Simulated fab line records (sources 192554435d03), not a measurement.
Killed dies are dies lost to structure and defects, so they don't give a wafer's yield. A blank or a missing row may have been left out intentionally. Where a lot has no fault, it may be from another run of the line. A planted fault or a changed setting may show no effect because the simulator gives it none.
Chamber matching + flow n5_finfet + N5_BEOL_M5_STRIP_19 on rie_diel-01 has 4 sister chambers
The step strips in O2. 16 wafers are shown with their chamber, then 8 later ones without.

EACH WAFER AND ITS CHAMBER
| wafer  | chamber | oes_product_au (a.u.) | showerhead_plenum_p_Torr (Torr) | throttle_valve_pct (%) |
|--------|---------|-----------------------|---------------------------------|------------------------|
| L075.1 | 0       | 0.73                  | 2.11                            | 16.87                  |
| L075.4 | 1       | 0.66                  | 1.97                            | 16.75                  |
| L075.5 | 3       | 0.74                  | 1.99                            | 16.45                  |
| L077.2 | 0       | 0.73                  | 2.11                            | 16.90                  |
| L077.3 | 1       | 0.66                  | 1.97                            | 16.76                  |
| L077.6 | 2       | 0.87                  | 2.05                            | 16.49                  |
| L083.2 | 2       | 0.87                  | 2.05                            | 16.50                  |
| L083.3 | 3       | 0.75                  | 1.99                            | 16.45                  |
| L083.5 | 2       | 0.87                  | 2.05                            | 16.51                  |
| L085.1 | 2       | 0.86                  | 2.04                            | 16.53                  |
| L085.4 | 0       | 0.73                  | 2.11                            | 16.93                  |
| L085.5 | 3       | 0.73                  | 1.99                            | 16.48                  |
| L088.4 | 0       | 0.73                  | 2.11                            | 16.92                  |
| L088.5 | 3       | 0.73                  | 1.98                            | 16.47                  |
| L088.6 | 2       | 0.85                  | 2.04                            | 16.53                  |
| L086.2 | 0       | 0.73                  | 2.10                            | 16.91                  |

SIGNATURES, as means of the wafers listed above
| reading                  | chamber 0 | chamber 1 | chamber 2 | chamber 3 | scatter within a chamber |
|--------------------------|-----------|-----------|-----------|-----------|--------------------------|
| oes_product_au           | 0.7300    | 0.6600    | 0.8640    | 0.7375    | 0.00704                  |
| showerhead_plenum_p_Torr | 2.1080    | 1.9700    | 2.0460    | 1.9875    | 0.00479                  |
| throttle_valve_pct       | 16.9060   | 16.7550   | 16.5120   | 16.4625   | 0.0185                   |
Rule: for a wafer and a chamber, the distance is found by dividing, reading by reading, the gap between the wafer's reading and the chamber's mean by the reading's scatter, squaring, summing and taking the root. If the next closest chamber is less than 2 further off than the closest, the wafer can't be placed; otherwise it belongs to the closest. How the scatter is found: for the shown wafers, subtract from each reading the mean of its chamber, square and add these, divide the total by (wafers less chambers), then take the root.

WAFERS WITH NO CHAMBER GIVEN
| wafer  | oes_product_au (a.u.) | showerhead_plenum_p_Torr (Torr) | throttle_valve_pct (%) |
|--------|-----------------------|---------------------------------|------------------------|
| L086.3 | 0.74                  | 1.98                            | 16.48                  |
| L086.6 | 0.85                  | 2.04                            | 16.52                  |
| L091.2 | 0.95                  | 2.23                            | 16.30                  |
| L091.4 | 0.83                  | 2.04                            | 16.55                  |
| L091.6 | 0.71                  | 2.10                            | 16.93                  |
| L095.2 | 0.72                  | 2.10                            | 16.96                  |
| L095.5 | 0.71                  | 2.10                            | 16.95                  |
| L095.6 | 0.92                  | 2.22                            | 16.33                  |

THE CHAMBER EACH PASSED THROUGH
| wafer  | from the rows above | in truth                   |
|--------|---------------------|----------------------------|
| L086.3 | 3                   | 3                          |
| L086.6 | 2                   | 2                          |
| L091.2 | 2                   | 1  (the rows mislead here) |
| L091.4 | 2                   | 2                          |
| L091.6 | 0                   | 0                          |
| L095.2 | 0                   | 0                          |
| L095.5 | 0                   | 0                          |
| L095.6 | 2                   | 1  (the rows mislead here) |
6 of 8 placed correctly. Left unplaced by these rows: 0. Placed wrongly: 2.
